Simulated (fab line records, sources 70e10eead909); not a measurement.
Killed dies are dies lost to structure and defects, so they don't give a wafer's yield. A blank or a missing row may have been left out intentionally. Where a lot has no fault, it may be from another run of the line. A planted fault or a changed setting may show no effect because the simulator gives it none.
fab line records	flow nand-harc
[record] lots = 24	wafers = 72	last-day = 25
route steps=1159 shown P_BONDPAD@374 A_ONON_D1@427 A_CHANNEL_HOLE_D1@451
lots that met no fault: from a run of the same line without faults
start-h: start of the lot's first displayed wafer, in hours after the record's first day	wait-h: how many hours have passed since the lot's step before this one	" as in the row above	L1.1+2: a single row standing in for several wafers	- no value, or no start was given	* or withheld: withheld	< > ~ a bound
route shown NAME@n: a module of which the file shows steps, and the number in the route of the first	usual: mean and standard deviation over wafers with no fault	same: alike in all rows	chamber/n: place in a boat	sites: the reading at each site	_std_site: standard deviation across them	_edge_site: mean of outer sites minus mean of inner sites	radius-mm: how far each site lies from the wafer's centre	mask NAME#n: copy n	behind: tool/chamber where the wafer was last shaped	hold: why the lot went on hold/how many hours it stayed there/how the hold came to an end	device: transistor that didn't switch, given as n, p or np	end of line: tests run on the same wafers once the route is complete	step lacking rows: just its recipe	killed: dies lost to structure and defects at the first sort, not the wafer's yield	map: the dies of a wafer, with x for killed, . for not killed, _ for no die there
set.NAME: the setting that was run; set.NAME@STEP: the one run at that earlier step	model.NAME: the simulator's own value behind a step, which no gauge read
a sample of lots followed through the steps of the route, with each step as a table and each wafer as a row
services: a tool's chamber out of use, with start hour (start-h, from the record's first day; less than 0 if before it), hours out, and reason
[[steps]]
[step NHARC_P_BONDPAD_DEGAS_25]
[recipe] temp-c = 300	time-s = 60
[usual] heater-power-w = 467/49
lot.wafer	tool	chamber	start-h	wait-h	heater-power-w
L074.3	pvd-sputter-02	-	130.38	-	447
L074.4	"	-	"	"	406
L074.2	"	-	"	"	453
L075.1	pvd-sputter-01	-	146.26	-	470
L075.3	"	-	"	"	344
L075.4	"	-	"	"	511
L077.3	pvd-sputter-01	-	149.09	-	502
L077.1	"	-	"	"	520
L077.5	"	-	"	"	532
L076.1	pvd-sputter-03	-	149.40	-	431
L076.3	"	-	"	"	458
L076.6	"	-	"	"	444
L078.2	pvd-sputter-03	-	154.98	-	548
L078.6	"	-	"	"	432
L078.5	"	-	"	"	534
L079.4	pvd-sputter-02	-	155.98	-	426
L079.1	"	-	"	"	593
L079.5	"	-	"	"	405
L080.2	pvd-sputter-03	-	156.77	-	457
L080.6	"	-	"	"	446
L080.5	"	-	"	"	519
L081.2	pvd-sputter-01	-	178.10	-	364
L081.5	"	-	"	"	506
L081.6	"	-	"	"	461
L082.2	pvd-sputter-01	-	181.36	-	367
L082.1	"	-	"	"	488
L082.6	"	-	"	"	505
L083.3	pvd-sputter-03	-	182.60	-	543
L083.4	"	-	"	"	451
L083.5	"	-	"	"	553
L084.1	pvd-sputter-02	-	189.08	-	423
L084.6	"	-	"	"	449
L084.5	"	-	"	"	427
L085.4	pvd-sputter-03	-	189.43	-	460
L085.2	"	-	"	"	532
L085.3	"	-	"	"	433
L087.2	pvd-sputter-03	-	221.47	-	450
L087.4	"	-	"	"	436
L087.3	"	-	"	"	429
L086.4	pvd-sputter-03	-	222.58	-	457
L086.3	"	-	"	"	450
L086.6	"	-	"	"	531
L088.2	pvd-sputter-03	-	227.93	-	536
L088.6	"	-	"	"	461
L088.5	"	-	"	"	451
L089.3	pvd-sputter-02	-	228.78	-	420
L089.4	"	-	"	"	463
L089.5	"	-	"	"	525
L090.1	pvd-sputter-01	-	233.77	-	375
L090.4	"	-	"	"	501
L090.3	"	-	"	"	458
L091.4	pvd-sputter-03	-	236.42	-	441
L091.3	"	-	"	"	439
L091.2	"	-	"	"	529
L092.2	pvd-sputter-03	-	237.08	-	441
L092.1	"	-	"	"	470
L092.5	"	-	"	"	446
L093.4	pvd-sputter-01	-	242.83	-	527
L093.2	"	-	"	"	454
L093.5	"	-	"	"	500
L094.1	pvd-sputter-03	-	252.01	-	527
L094.3	"	-	"	"	435
L094.5	"	-	"	"	440
L095.2	pvd-sputter-03	-	259.16	-	465
L095.4	"	-	"	"	443
L095.6	"	-	"	"	448
L096.3	pvd-sputter-01	-	259.48	-	459
L096.1	"	-	"	"	359
L096.5	"	-	"	"	507
L097.3	pvd-sputter-02	-	263.32	-	397
L097.2	"	-	"	"	529
L097.4	"	-	"	"	430
[step NHARC_A_ONON_D1_THK_MEAS_05]
[recipe] thk-meas-gauge = ellipsometry
[usual] thk-nm = 1000/7.1
lot.wafer	tool	chamber	start-h	wait-h	thk-nm
L074.2	film-metro-02	-	157.83	-	1006
L074.3	"	-	"	"	1003
L074.4	"	-	"	"	1003
L075.1	film-metro-01	-	172.37	-	999
L075.3	"	-	"	"	997
L075.4	"	-	"	"	999
L077.1	film-metro-02	-	172.37	-	994
L077.3	"	-	"	"	995
L077.5	"	-	"	"	995
L076.1	film-metro-01	-	176.25	-	984
L076.3	"	-	"	"	985
L076.6	"	-	"	"	986
L079.1	film-metro-01	-	181.74	-	1004
L079.4	"	-	"	"	1003
L079.5	"	-	"	"	1001
L080.2	film-metro-01	-	181.88	-	1005
L080.5	"	-	"	"	1006
L080.6	"	-	"	"	1005
L078.2	film-metro-02	-	182.23	-	993
L078.5	"	-	"	"	993
L078.6	"	-	"	"	992
L082.1	film-metro-01	-	204.09	-	997
L082.2	"	-	"	"	996
L082.6	"	-	"	"	998
L081.2	film-metro-02	-	204.10	-	985
L081.5	"	-	"	"	986
L081.6	"	-	"	"	986
L083.3	film-metro-02	-	221.94	-	997
L083.4	"	-	"	"	996
L083.5	"	-	"	"	995
L085.2	film-metro-01	-	221.94	-	998
L085.3	"	-	"	"	998
L085.4	"	-	"	"	997
L084.1	film-metro-02	-	221.98	-	999
L084.5	"	-	"	"	999
L084.6	"	-	"	"	1000
L086.3	film-metro-01	-	250.35	-	1007
L086.4	"	-	"	"	1005
L086.6	"	-	"	"	1006
L087.2	film-metro-01	-	250.39	-	1004
L087.3	"	-	"	"	1005
L087.4	"	-	"	"	1003
L088.2	film-metro-02	-	255.64	-	1004
L088.5	"	-	"	"	1005
L088.6	"	-	"	"	1005
L089.3	film-metro-01	-	255.65	-	1010
L089.4	"	-	"	"	1010
L089.5	"	-	"	"	1012
L090.1	film-metro-01	-	262.25	-	995
L090.3	"	-	"	"	993
L090.4	"	-	"	"	993
L091.2	film-metro-02	-	262.37	-	1000
L091.3	"	-	"	"	998
L091.4	"	-	"	"	1001
L092.1	film-metro-01	-	262.37	-	1007
L092.2	"	-	"	"	1007
L092.5	"	-	"	"	1007
L093.2	film-metro-02	-	271.45	-	994
L093.4	"	-	"	"	996
L093.5	"	-	"	"	995
L094.1	film-metro-01	-	280.20	-	1008
L094.3	"	-	"	"	1010
L094.5	"	-	"	"	1010
L095.2	film-metro-02	-	285.79	-	1012
L095.4	"	-	"	"	1013
L095.6	"	-	"	"	1013
L096.1	film-metro-01	-	285.79	-	999
L096.3	"	-	"	"	1000
L096.5	"	-	"	"	999
L097.2	film-metro-02	-	289.87	-	996
L097.3	"	-	"	"	995
L097.4	"	-	"	"	994
[step NHARC_A_CHANNEL_HOLE_D1_DEP_01]
[recipe] target-thk-a = 1400	target-thk-nm = 140	temp-c = 400	pressure-torr = 3.5	flow-sccm = 200	rf-w = 350	material = SiON
[usual] heater-power-w = 753/110
lot.wafer	tool	chamber	start-h	wait-h	heater-power-w
L074.2	pecvd-02	0	174.80	1.3	724
L074.3	"	1	"	"	688
L074.4	"	0	"	"	721
L075.3	pecvd-02	0	187.85	1.0	760
L075.1	"	1	"	"	653
L075.4	"	2	"	"	905
L077.1	pecvd-03	0	188.66	1.6	671
L077.3	"	1	"	"	878
L077.5	"	2	"	"	599
L076.1	pecvd-03	0	189.84	1.6	768
L076.3	"	2	"	"	576
L076.6	"	0	"	"	752
L079.1	pecvd-02	2	197.50	1.7	944
L079.5	"	0	"	"	756
L079.4	"	1	"	"	593
L080.2	pecvd-02	1	197.90	1.3	583
L080.5	"	2	"	"	926
L080.6	"	0	"	"	715
L078.2	pecvd-03	2	198.05	1.4	679
L078.6	"	2	"	"	679
L078.5	"	1	"	"	814
L082.2	pecvd-04	0	218.96	1.3	840
L082.1	"	1	"	"	862
L082.6	"	0	"	"	844
L081.2	pecvd-03	1	220.19	1.3	952
L081.6	"	1	"	"	937
L081.5	"	0	"	"	735
L083.3	pecvd-02	2	237.44	1.0	913
L083.4	"	0	"	"	754
L083.5	"	1	"	"	560
L084.1	pecvd-02	2	237.67	1.7	874
L084.5	"	0	"	"	631
L084.6	"	1	"	"	655
L085.3	pecvd-04	0	239.35	1.0	843
L085.2	"	2	"	"	677
L085.4	"	2	"	"	680
L087.3	pecvd-02	2	263.96	1.0	900
L087.2	"	1	"	"	710
L087.4	"	2	"	"	900
L086.3	pecvd-04	0	264.03	1.0	864
L086.6	"	2	"	"	636
L086.4	"	1	"	"	812
L088.2	pecvd-02	0	270.51	1.3	653
L088.5	"	1	"	"	564
L088.6	"	0	"	"	676
L089.3	pecvd-03	2	271.82	1.0	654
L089.5	"	2	"	"	659
L089.4	"	0	"	"	652
L090.3	pecvd-04	0	280.17	1.0	837
L090.1	"	2	"	"	689
L090.4	"	2	"	"	548
L092.1	pecvd-02	2	280.77	1.6	931
L092.2	"	0	"	"	732
L092.5	"	2	"	"	935
L091.2	pecvd-04	0	281.18	1.3	841
L091.3	"	1	"	"	840
L091.4	"	2	"	"	620
L093.2	pecvd-03	0	287.89	1.3	752
L093.4	"	2	"	"	692
L093.5	"	1	"	"	882
L094.1	pecvd-04	1	295.87	1.8	935
L094.3	"	2	"	"	656
L094.5	"	2	"	"	628
L096.3	pecvd-02	1	299.76	1.0	592
L096.1	"	2	"	"	888
L096.5	"	1	"	"	597
L095.2	pecvd-04	0	302.15	1.3	835
L095.6	"	0	"	"	826
L095.4	"	2	"	"	594
L097.2	pecvd-02	0	305.31	1.4	688
L097.3	"	1	"	"	652
L097.4	"	2	"	"	822
[step NHARC_A_CHANNEL_HOLE_D1_ETCH_34]
[recipe] target-depth-a = 1540	time-s = 77	cf4-flow-sccm = 100	chf3-flow-sccm = 30	ar-flow-sccm = 0	rf-w = 500	bias-w = 200	chemistry = CF4/CHF3
[usual] chamber-pressure-mTorr = 24.998/0.023	drypump-motor-current-A = 5.7/0.51	oes-product-au = 0.948/0.024	rf-vpp-V = 372.6/2.3	showerhead-plenum-p-Torr = 1.63/0.066	throttle-valve-pct = 16.802/0.0095
lot.wafer	tool	chamber	start-h	wait-h	chamber-pressure-mTorr	drypump-motor-current-A	oes-product-au	rf-hours-counter-h	rf-vpp-V	showerhead-plenum-p-Torr	throttle-valve-pct
L074.4	rie-diel-08	2	-	-	25.015	6.4	0.965	3	372.7	1.63	16.808
L074.2	"	3	"	"	25.050	5.3	0.977	3	372.1	1.68	16.799
L074.3	"	0	"	"	24.981	4.8	0.989	3	373.9	1.67	16.804
L075.3	rie-diel-04	3	-	-	24.987	5.0	0.929	5	370.1	1.56	16.801
L075.4	"	0	"	"	24.998	5.5	0.931	5	374.2	1.68	16.804
L075.1	"	1	"	"	25.005	6.1	0.936	5	371.4	1.65	16.811
L077.3	rie-diel-08	3	-	-	25.013	5.3	0.976	5	373.2	1.68	16.801
L077.1	"	2	"	"	24.976	6.4	0.973	5	372.8	1.63	16.795
L077.5	"	0	"	"	24.985	4.8	0.987	-	372.8	1.67	16.805
L076.3	rie-diel-04	3	-	-	24.944	5.0	0.927	6	369.9	1.56	16.802
L076.1	"	1	"	"	25.017	6.1	0.929	5	373.3	1.65	16.813
L076.6	"	2	"	"	24.969	5.7	0.918	-	374.6	1.68	16.806
L079.1	rie-diel-04	0	-	-	25.015	5.6	0.965	6	374.3	1.68	16.802
L079.4	"	1	"	"	25.007	6.1	0.976	6	373.4	1.65	16.803
L079.5	"	3	"	"	24.988	5.0	0.966	-	371.3	1.56	16.807
L080.2	rie-diel-12	0	-	-	25.029	6.4	0.901	10	375.4	1.69	16.808
L080.5	"	2	"	"	25.002	5.4	0.926	-	374.8	1.69	16.804
L080.6	"	3	"	"	24.983	6.0	0.922	-	367.0	1.48	16.810
L078.2	rie-diel-12	0	-	-	25.002	6.4	0.906	10	374.3	1.69	16.795
L078.6	"	3	"	"	24.970	6.0	0.925	-	365.7	1.48	16.789
L078.5	"	0	"	"	25.000	6.4	0.910	-	374.6	1.69	16.806
L082.1	rie-diel-08	2	-	-	24.972	6.4	0.937	6	372.3	1.63	16.789
L082.2	"	3	"	"	25.011	5.3	0.925	6	374.1	1.68	16.826
L082.6	"	2	"	"	25.013	6.4	0.940	-	372.1	1.63	16.805
L081.2	rie-diel-08	2	-	-	25.022	6.4	1.003	7	371.7	1.63	16.816
L081.5	"	3	"	"	25.031	5.3	0.980	-	374.3	1.68	16.815
L081.6	"	0	"	"	24.995	4.8	0.984	-	374.4	1.67	16.814
L083.4	rie-diel-08	3	-	-	24.979	5.3	0.925	8	372.1	1.68	16.795
L083.3	"	0	"	"	25.005	4.8	0.931	8	374.5	1.67	16.812
L083.5	"	3	"	"	24.994	5.3	0.925	-	372.6	1.68	16.803
L084.1	rie-diel-12	1	-	-	24.991	6.1	0.933	2	372.1	1.63	16.793
L084.5	"	2	"	"	24.957	5.4	0.935	-	374.2	1.69	16.789
L084.6	"	3	"	"	25.025	5.9	0.946	-	367.1	1.47	16.794
L085.3	rie-diel-12	0	-	-	25.013	6.4	0.942	3	374.0	1.69	16.777
L085.2	"	1	"	"	24.982	6.1	0.964	3	374.3	1.63	16.799
L085.4	"	2	"	"	25.006	5.4	0.966	3	374.9	1.69	16.805
L087.4	rie-diel-04	1	-	-	25.032	6.1	0.932	8	373.5	1.65	16.784
L087.3	"	3	"	"	25.031	5.0	0.929	9	370.3	1.55	16.813
L087.2	"	0	"	"	24.987	5.6	0.940	8	375.1	1.68	16.794
L086.4	rie-diel-08	2	-	-	24.999	6.4	0.937	9	372.0	1.63	16.818
L086.3	"	0	"	"	25.000	4.8	0.937	10	372.3	1.67	16.807
L086.6	"	1	"	"	25.019	5.7	0.934	-	372.3	1.62	16.807
L088.2	rie-diel-12	3	-	-	24.976	5.9	0.924	5	367.7	1.47	16.796
L088.6	"	3	"	"	25.007	5.9	0.930	-	368.1	1.47	16.798
L088.5	"	1	"	"	25.013	6.1	0.936	-	372.7	1.63	16.802
L089.4	rie-diel-04	3	-	-	24.996	5.0	0.911	10	370.1	1.55	16.800
L089.3	"	0	"	"	24.995	5.5	0.941	9	373.7	1.68	16.808
L089.5	"	1	"	"	24.968	6.2	0.936	-	372.8	1.65	16.801
L090.1	rie-diel-04	3	-	-	25.019	5.0	0.926	11	370.0	1.55	16.791
L090.3	"	0	"	"	24.983	5.5	0.936	10	373.7	1.68	16.816
L090.4	"	1	"	"	25.012	6.1	0.925	10	372.1	1.65	16.799
L092.2	rie-diel-08	3	-	-	25.026	5.3	0.931	11	373.7	1.68	16.807
L092.1	"	0	"	"	25.078	4.8	0.935	12	374.0	1.67	16.812
L092.5	"	0	"	"	24.999	4.8	0.929	-	372.0	1.67	16.809
L091.2	rie-diel-12	3	-	-	25.012	6.0	0.988	6	368.4	1.47	16.776
L091.3	"	0	"	"	24.987	6.4	0.950	5	374.4	1.69	16.812
L091.4	"	1	"	"	25.014	6.1	0.967	6	371.4	1.63	16.804
L093.4	rie-diel-08	0	-	-	25.033	4.8	0.986	12	375.1	1.67	16.795
L093.2	"	2	"	"	25.035	6.5	0.965	11	372.9	1.63	16.782
L093.5	"	3	"	"	24.986	5.3	0.972	-	375.0	1.68	16.797
L094.1	rie-diel-12	1	-	-	24.979	6.1	0.927	8	374.5	1.63	16.794
L094.3	"	3	"	"	24.980	6.0	0.927	7	368.0	1.47	16.796
L094.5	"	0	"	"	24.975	6.4	0.918	-	375.5	1.69	16.798
L096.1	rie-diel-04	3	-	-	24.970	5.0	0.974	0	370.5	1.55	16.814
L096.3	"	0	"	"	24.971	5.6	0.992	0	373.4	1.68	16.794
L096.5	"	3	"	"	25.003	5.0	0.984	-	369.3	1.55	16.814
L095.4	rie-diel-04	2	-	-	25.003	5.7	0.982	1	374.0	1.68	16.814
L095.2	"	0	"	"	25.023	5.5	0.973	1	376.7	1.68	16.807
L095.6	"	3	"	"	24.992	5.0	0.985	-	369.3	1.55	16.801
L097.2	rie-diel-12	2	-	-	24.998	5.4	0.979	7	374.4	1.69	16.808
L097.4	"	3	"	"	24.994	5.9	0.961	8	365.7	1.47	16.792
L097.3	"	1	"	"	25.004	6.1	0.978	9	373.4	1.63	16.779
[step NHARC_A_CHANNEL_HOLE_D1_ETCH_20]
[recipe] bias-v = 3000	source-w = withheld	pressure-mtorr = 20	time-s = 361.9	ar-flow-sccm = 375	c4f8-flow-sccm = 89.3	o2-flow-sccm = 35.7	temp-c = -20	target-depth-a = 16000	chemistry = C4F8/O2/Ar
[usual] chamber-pressure-mTorr = 20.002/0.018	drypump-motor-current-A = 5.53/0.29	showerhead-plenum-p-Torr = 3.77/0.12	throttle-valve-pct = 32.156/0.0096
lot.wafer	tool	chamber	start-h	wait-h	chamber-pressure-mTorr	drypump-motor-current-A	rf-hours-counter-h	showerhead-plenum-p-Torr	throttle-valve-pct
L074.2	har-etch-01	0	176.91	0.1	20.022	5.11	195	3.60	32.145
L074.3	"	0	"	"	19.995	5.11	-	3.60	32.154
L074.4	"	1	"	"	19.983	5.62	-	3.82	32.162
L075.1	har-etch-01	1	190.03	0.1	19.985	5.61	200	3.82	32.135
L075.4	"	1	"	"	19.997	5.63	-	3.82	32.146
L075.3	"	0	"	"	20.021	5.11	-	3.60	32.139
L077.1	har-etch-02	0	191.19	0.1	19.970	5.64	103	3.87	32.168
L077.3	"	1	"	"	19.965	5.91	-	3.87	32.157
L077.5	"	1	"	"	20.024	5.89	-	3.87	32.140
L076.1	har-etch-01	0	194.17	0.1	19.995	5.09	204	3.60	32.151
L076.3	"	0	"	"	19.982	5.09	-	3.60	32.149
L076.6	"	1	"	"	20.007	5.57	-	3.82	32.167
L079.1	har-etch-02	0	199.52	0.1	19.997	5.60	107	3.87	32.150
L079.4	"	1	"	"	20.032	5.92	-	3.87	32.163
L079.5	"	1	"	"	19.988	5.88	-	3.87	32.143
L080.2	har-etch-01	1	200.09	0.1	20.012	5.59	208	3.82	32.152
L080.6	"	1	"	"	19.997	5.57	-	3.82	32.154
L080.5	"	0	"	"	19.989	5.10	-	3.59	32.151
L078.2	har-etch-02	0	203.74	0.1	20.008	5.63	111	3.87	32.172
L078.5	"	1	"	"	19.996	5.87	-	3.87	32.141
L078.6	"	0	"	"	19.964	5.60	-	3.87	32.163
L082.2	har-etch-02	0	221.05	0.1	19.992	5.65	116	3.87	32.176
L082.1	"	1	"	"	19.993	5.89	116	3.87	32.173
L082.6	"	0	"	"	20.014	5.58	-	3.87	32.164
L081.2	har-etch-01	0	222.42	0.1	19.976	5.08	215	3.59	32.164
L081.5	"	0	"	"	19.973	5.07	-	3.59	32.161
L081.6	"	1	"	"	20.027	5.61	-	3.81	32.173
L083.4	har-etch-02	1	239.76	0.2	19.984	5.87	-	3.86	32.159
L083.3	"	0	"	"	19.998	5.61	-	3.86	32.167
L083.5	"	0	"	"	19.996	5.60	-	3.86	32.147
L084.1	har-etch-01	0	239.82	0.1	19.999	5.09	222	3.59	32.161
L084.5	"	0	"	"	20.027	5.11	-	3.59	32.156
L084.6	"	1	"	"	19.993	5.57	-	3.81	32.155
L085.2	har-etch-02	1	243.88	0.1	19.957	5.86	127	3.86	32.167
L085.3	"	0	"	"	19.966	5.61	-	3.86	32.158
L085.4	"	1	"	"	19.984	5.90	-	3.86	32.161
L087.2	har-etch-02	0	266.32	0.1	19.985	5.61	131	3.86	32.148
L087.3	"	0	"	"	20.016	5.60	-	3.86	32.147
L087.4	"	1	"	"	20.015	5.86	-	3.86	32.162
L086.4	har-etch-01	0	266.44	0.2	20.006	5.09	-	3.58	32.173
L086.3	"	1	"	"	19.974	5.62	-	3.80	32.151
L086.6	"	0	"	"	19.993	5.10	-	3.58	32.171
L088.2	har-etch-01	0	272.75	0.1	19.986	5.08	234	3.58	32.161
L088.6	"	0	"	"	20.016	5.06	-	3.58	32.171
L088.5	"	1	"	"	19.991	5.61	-	3.80	32.152
L089.3	har-etch-02	0	273.97	0.2	20.018	5.62	-	3.86	32.159
L089.4	"	1	"	"	20.018	5.89	-	3.86	32.155
L089.5	"	0	"	"	20.022	5.58	-	3.86	32.141
L090.1	har-etch-01	1	282.29	0.1	20.000	5.60	238	3.80	32.142
L090.4	"	0	"	"	20.048	5.11	-	3.58	32.146
L090.3	"	1	"	"	19.982	5.59	-	3.80	32.172
L091.2	har-etch-01	0	286.37	0.1	20.017	5.08	242	3.58	32.151
L091.3	"	0	"	"	20.006	5.08	-	3.58	32.157
L091.4	"	1	"	"	19.990	5.60	-	3.80	32.170
L092.2	har-etch-02	0	288.91	6.1	20.008	5.58	140	3.85	32.148
L092.1	"	1	"	"	19.990	5.87	140	3.85	32.153
L092.5	"	0	"	"	19.999	5.58	-	3.85	32.158
L093.2	har-etch-01	1	292.26	0.1	19.998	5.62	247	3.79	32.140
L093.4	"	0	"	"	19.971	5.07	-	3.57	32.167
L093.5	"	0	"	"	19.978	5.07	-	3.57	32.146
L094.1	har-etch-01	0	298.11	0.1	20.002	5.08	251	3.57	32.162
L094.3	"	1	"	"	19.998	5.60	-	3.79	32.161
L094.5	"	0	"	"	20.018	5.10	-	3.57	32.153
L096.1	har-etch-02	0	302.04	0.1	19.996	5.64	150	3.85	32.150
L096.3	"	1	"	"	20.017	5.91	-	3.85	32.165
L096.5	"	0	"	"	19.997	5.62	-	3.85	32.149
L095.2	har-etch-01	0	304.42	0.1	20.021	5.10	255	3.57	32.150
L095.4	"	0	"	"	19.991	5.09	-	3.57	32.151
L095.6	"	1	"	"	19.972	5.61	-	3.79	32.159
L097.2	har-etch-02	1	308.96	0.1	20.005	5.89	156	3.85	32.159
L097.4	"	0	"	"	19.997	5.60	-	3.84	32.149
L097.3	"	1	"	"	20.009	5.85	-	3.84	32.165
[step NHARC_A_CHANNEL_HOLE_D1_ETCH_24]
[recipe] bias-v = 5000	source-w = withheld	pressure-mtorr = 20	time-s = 906.2	ar-flow-sccm = 375	c4f8-flow-sccm = 93.8	o2-flow-sccm = 31.2	temp-c = -20	target-depth-a = 15000	chemistry = C4F8/O2/Ar
[usual] chamber-pressure-mTorr = 20.000/0.019	drypump-motor-current-A = 5.53/0.29	showerhead-plenum-p-Torr = 3.76/0.12	throttle-valve-pct = 32.236/0.0094
lot.wafer	tool	chamber	start-h	wait-h	chamber-pressure-mTorr	drypump-motor-current-A	rf-hours-counter-h	showerhead-plenum-p-Torr	throttle-valve-pct
L074.2	har-etch-01	0	178.92	0.6	20.023	5.08	197	3.60	32.246
L074.3	"	0	"	"	19.975	5.09	-	3.60	32.236
L074.4	"	1	"	"	20.018	5.58	-	3.82	32.233
L075.1	har-etch-01	1	192.03	0.6	19.963	5.61	202	3.81	32.222
L075.4	"	1	"	"	20.023	5.59	-	3.81	32.236
L075.3	"	0	"	"	19.980	5.09	-	3.59	32.242
L077.1	har-etch-02	0	193.28	0.6	20.032	5.65	105	3.87	32.244
L077.3	"	1	"	"	19.962	5.92	-	3.87	32.235
L077.5	"	1	"	"	20.015	5.87	-	3.87	32.235
L076.1	har-etch-01	0	196.20	0.6	20.014	5.10	206	3.59	32.249
L076.3	"	0	"	"	20.016	5.09	-	3.59	32.222
L076.6	"	1	"	"	20.020	5.62	-	3.81	32.231
L079.1	har-etch-02	0	201.53	0.6	19.995	5.63	109	3.87	32.231
L079.4	"	1	"	"	19.998	5.87	-	3.87	32.239
L079.5	"	1	"	"	19.960	5.87	-	3.87	32.246
L080.2	har-etch-01	1	202.12	0.6	19.990	5.62	210	3.81	32.230
L080.6	"	1	"	"	19.998	5.60	-	3.81	32.251
L080.5	"	0	"	"	19.997	5.10	-	3.59	32.236
L078.2	har-etch-02	0	205.82	0.6	19.967	5.60	113	3.86	32.232
L078.5	"	1	"	"	20.010	5.89	-	3.86	32.247
L078.6	"	0	"	"	20.012	5.65	-	3.86	32.239
L082.2	har-etch-02	0	223.06	0.6	19.986	5.62	118	3.86	32.232
L082.1	"	1	"	"	20.019	5.92	118	3.86	32.234
L082.6	"	0	"	"	19.975	5.62	-	3.86	32.248
L081.2	har-etch-01	0	224.43	0.6	19.986	5.08	217	3.58	32.226
L081.5	"	0	"	"	19.952	5.10	-	3.58	32.244
L081.6	"	1	"	"	20.011	5.60	-	3.81	32.236
L084.1	har-etch-01	0	241.85	0.6	20.007	5.08	224	3.58	32.237
L084.5	"	0	"	"	19.996	5.08	-	3.58	32.231
L084.6	"	1	"	"	19.991	5.58	-	3.80	32.246
L083.4	har-etch-02	1	241.94	0.6	20.039	5.87	-	3.86	32.243
L083.3	"	0	"	"	19.999	5.64	-	3.86	32.234
L083.5	"	0	"	"	20.003	5.61	-	3.86	32.240
L085.2	har-etch-02	1	245.97	0.6	20.014	5.86	129	3.85	32.241
L085.3	"	0	"	"	20.006	5.66	-	3.86	32.224
L085.4	"	1	"	"	19.983	5.91	-	3.85	32.222
L087.2	har-etch-02	0	268.32	0.6	20.022	5.61	133	3.85	32.220
L087.3	"	0	"	"	19.971	5.56	-	3.85	32.239
L087.4	"	1	"	"	19.987	5.90	-	3.85	32.254
L086.4	har-etch-01	0	268.62	0.6	20.010	5.08	-	3.58	32.233
L086.3	"	1	"	"	20.000	5.61	-	3.80	32.220
L086.6	"	0	"	"	20.004	5.10	-	3.58	32.228
L088.2	har-etch-01	0	274.77	0.6	19.995	5.08	236	3.57	32.242
L088.6	"	0	"	"	19.983	5.08	-	3.57	32.241
L088.5	"	1	"	"	20.021	5.59	-	3.79	32.221
L089.3	har-etch-02	0	276.15	0.6	20.029	5.61	-	3.85	32.228
L089.4	"	1	"	"	20.026	5.87	-	3.85	32.242
L089.5	"	0	"	"	19.986	5.61	-	3.85	32.249
L090.1	har-etch-01	1	284.36	0.6	20.014	5.60	240	3.79	32.235
L090.4	"	0	"	"	19.989	5.08	-	3.57	32.237
L090.3	"	1	"	"	19.982	5.62	-	3.79	32.229
L091.2	har-etch-01	0	288.40	0.6	20.025	5.10	244	3.57	32.229
L091.3	"	0	"	"	20.013	5.10	-	3.57	32.232
L091.4	"	1	"	"	19.977	5.61	-	3.79	32.229
L092.2	har-etch-02	0	290.91	0.6	19.986	5.60	142	3.85	32.238
L092.1	"	1	"	"	20.031	5.86	142	3.85	32.242
L092.5	"	0	"	"	19.991	5.62	-	3.85	32.243
L093.2	har-etch-01	1	294.28	0.6	19.983	5.61	249	3.79	32.224
L093.4	"	0	"	"	19.990	5.11	-	3.57	32.251
L093.5	"	0	"	"	20.001	5.11	-	3.57	32.224
L094.1	har-etch-01	0	300.14	0.6	19.988	5.09	253	3.57	32.240
L094.3	"	1	"	"	20.025	5.61	-	3.79	32.234
L094.5	"	0	"	"	19.985	5.06	-	3.57	32.244
L096.1	har-etch-02	0	304.13	0.6	19.985	5.65	152	3.84	32.222
L096.3	"	1	"	"	19.977	5.86	-	3.84	32.235
L096.5	"	0	"	"	20.008	5.68	-	3.84	32.215
L095.2	har-etch-01	0	306.51	0.6	19.981	5.09	257	3.56	32.226
L095.4	"	0	"	"	20.016	5.10	-	3.56	32.238
L095.6	"	1	"	"	19.997	5.58	-	3.78	32.217
L097.2	har-etch-02	1	311.05	0.6	19.988	5.89	158	3.84	32.237
L097.4	"	0	"	"	20.018	5.66	-	3.84	32.243
L097.3	"	1	"	"	19.979	5.86	-	3.84	32.248
[[services]]
tool	chamber	start-h	hours	kind
rie-diel-04	3	108.76	5.7	repair
rie-diel-04	-	112.05	9.0	pm
pvd-sputter-01	-	115.44	0.8	repair
rie-diel-08	-	124.86	9.0	pm
pvd-sputter-03	-	125.88	5.1	repair
rie-diel-04	0	126.60	3.2	repair
rie-diel-12	0	135.18	6.0	repair
rie-diel-04	2	149.06	1.9	repair
pecvd-02	-	153.02	13.0	pm
pvd-sputter-01	-	158.01	10.0	pm
rie-diel-12	2	159.62	7.0	repair
rie-diel-12	3	159.77	1.8	repair
pecvd-02	2	166.70	16.5	repair
rie-diel-12	2	167.22	2.7	repair
pvd-sputter-03	-	198.68	17.0	repair
rie-diel-12	-	202.40	9.0	pm
rie-diel-12	2	265.11	7.8	repair
rie-diel-08	2	272.59	6.9	repair
pvd-sputter-03	-	280.04	10.0	pm
pecvd-02	0	285.00	13.4	repair
rie-diel-04	-	289.05	9.0	pm
pecvd-02	-	292.89	1.9	repair
rie-diel-08	-	301.87	9.0	pm
har-etch-01	-	308.40	17.0	pm
[[key]]
fault none
